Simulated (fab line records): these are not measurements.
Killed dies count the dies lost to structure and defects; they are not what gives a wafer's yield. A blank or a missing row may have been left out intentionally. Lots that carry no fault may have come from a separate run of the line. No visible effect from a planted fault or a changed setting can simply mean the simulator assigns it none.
The same fault as seen by 3 desks    flow nandHarc    each desk has only its own numbers; what lay behind them comes last

== METROLOGY DESK ==
Lot by lot, what the gauges showed, no matter which tool ran the lot: averages of those sampled wafers that carry a number. Any lot whose mean is over 4 standard deviations away from the usual mean is out of limits and marked OUT; that distance is given in the brackets.
Columns: A = cdNm at NHARC_A_SLIT_CD_MEAS_09, usual 300.0 nm; B = overlayXNm at NHARC_A_SLIT_OVL_MEAS_10, usual -0.2 nm; C = overlayYNm at NHARC_A_SLIT_OVL_MEAS_10, usual -0.1 nm
lot   first seen here  A      B     C
L691  day 14 03:20     300.1  0.0   -0.7
L690  day 14 04:03     299.8  -0.4  0.1
L703  day 17 10:52     300.0  0.2   1.0
L701  day 17 11:26     300.0  -1.1  0.1
L702  day 17 11:35     300.6  1.7   0.0
L704  day 17 21:46     300.1  -0.7  -0.9
L708  day 18 22:49     300.2  -0.7  -1.5
This desk's verdict: no lot among the 7 shows anything out of limits.

== THE DEFECT DESK ==
Counts from the inspections along the route, per lot, as means over the sampled wafers that have a number. Any lot whose mean is over 4 standard deviations away from the usual mean is out of limits and marked OUT; that distance is given in the brackets.
Columns: A = rawDefectCount at NHARC_A_SLIT_INSPECT_11, usual 21
lot   first seen here  A
L691  day 14 03:28     20
L690  day 14 04:11     13
L703  day 17 10:59     13
L701  day 17 11:34     34
L702  day 17 11:43     28
L704  day 17 21:53     12
L708  day 18 22:57     11
This desk's verdict: no lot among the 7 shows anything out of limits.

== THE TOOL OWNER'S DESK: harEtch-01 ==
The tool's own readings at NHARC_A_SLIT_ETCH_17 (etches the open film in C4F8/O2/Ar, time 1687.5 s, target depth 10100 nm): means of the sampled wafers that have a number, for each lot that ran on this tool. Any lot whose mean is over 4 standard deviations away from the usual mean is out of limits and marked OUT; that distance is given in the brackets.
Columns: A = drypumpMotorCurrentA at NHARC_A_SLIT_ETCH_17, usual 5.3 A; B = showerheadPlenumPTorr at NHARC_A_SLIT_ETCH_17, usual 3.69 Torr; C = throttleValvePct at NHARC_A_SLIT_ETCH_17, usual 32.046 %
lot   first seen here  A    B     C
L691  day 14 10:43     5.2  3.76  32.048
L703  day 17 15:33     5.2  3.74  32.044
L702  day 17 16:43     5.0  3.70  32.048
L704  day 17 23:35     5.2  3.74  32.044
This desk's verdict: no lot among the 4 shows anything out of limits.

== ALL TOGETHER ==
From the metrology desk's view, nothing was out of limits.
Nothing the defect desk looked at was out of limits.
Nothing out of limits was seen by the tool owner's desk.

== WHAT THE SIMULATOR HAD PUT IN ==
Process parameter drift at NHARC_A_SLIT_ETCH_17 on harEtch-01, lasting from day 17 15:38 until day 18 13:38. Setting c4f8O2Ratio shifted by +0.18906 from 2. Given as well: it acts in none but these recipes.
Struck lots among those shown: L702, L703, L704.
